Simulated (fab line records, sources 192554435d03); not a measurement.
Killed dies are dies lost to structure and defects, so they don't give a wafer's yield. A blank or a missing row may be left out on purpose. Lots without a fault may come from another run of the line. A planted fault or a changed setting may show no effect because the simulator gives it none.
Chamber matching | flow n5_finfet | N5_SD_EPI_N_SD_RECESS_17 on rie_si-05: 4 sister chambers
The step chemistry HBr/Cl2/O2, target depth 41 nm, time 23.7 s, bt time 3 s. 14 wafers are shown with their chamber, then 7 later ones without.

WAFERS WITH THEIR CHAMBER
wafer  | chamber | throttle_valve_pct (%) | drypump_motor_current_A (A) | oes_product_au (a.u.)
L930.1 | 2       | 37.4                   | 4.8                         | 0.968
L930.2 | 0       | 37.2                   | 5.8                         | 1.020
L930.4 | 1       | 37.2                   | 5.4                         | 1.018
L939.1 | 2       | 37.4                   | 4.8                         | 0.974
L939.2 | 1       | 37.2                   | 5.5                         | 1.013
L939.5 | 0       | 37.2                   | 5.7                         | 1.026
L940.2 | 3       | 38.1                   | 6.5                         | 0.973
L940.4 | 1       | 37.2                   | 5.4                         | 1.005
L940.5 | 0       | 37.2                   | 5.8                         | 1.029
L942.1 | 3       | 38.1                   | 6.5                         | 0.981
L942.4 | 2       | 37.4                   | 4.8                         | 0.973
L942.5 | 2       | 37.4                   | 4.8                         | 0.974
L943.1 | 1       | 37.2                   | 5.5                         | 1.005
L943.4 | 3       | 38.2                   | 6.4                         | 0.978

SIGNATURES (means of the wafers above)
reading                 | chamber 0 | chamber 1 | chamber 2 | chamber 3 | scatter within a chamber
throttle_valve_pct      | 37.200    | 37.200    | 37.400    | 38.133    | 0.0258
drypump_motor_current_A | 5.767     | 5.450     | 4.800     | 6.467     | 0.0483
oes_product_au          | 1.02500   | 1.01025   | 0.97225   | 0.97733   | 0.00471
Rule: a wafer's distance from a chamber is the root of the sum, over the readings, of the square of ((its reading less the chamber's mean) divided by the reading's scatter). The wafer belongs to the nearest chamber; if the next one is less than 2 further off, it can't be placed. The scatter: the root of (the sum of the squares of (reading less its chamber's mean) over the shown wafers, divided by (wafers less chambers)).

WAFERS WITHOUT THEIR CHAMBER
wafer  | throttle_valve_pct (%) | drypump_motor_current_A (A) | oes_product_au (a.u.)
L943.5 | 37.4                   | 4.8                         | 0.978
L944.1 | 37.2                   | 5.8                         | 1.030
L944.3 | 38.2                   | 6.5                         | 0.975
L944.6 | 37.4                   | 4.8                         | 0.974
L947.2 | 37.2                   | 5.7                         | 1.032
L947.3 | 38.2                   | 6.5                         | 0.961
L947.5 | 37.4                   | 4.8                         | 0.976

WHICH CHAMBER EACH WENT THROUGH
wafer  | from the rows above | in truth
L943.5 | 2                   | 2
L944.1 | 0                   | 0
L944.3 | 3                   | 3
L944.6 | 2                   | 2
L947.2 | 0                   | 0
L947.3 | 3                   | 3
L947.5 | 2                   | 2
Placed correctly: 7 of 7. Can't be placed from these rows: 0. Placed wrongly: 0.
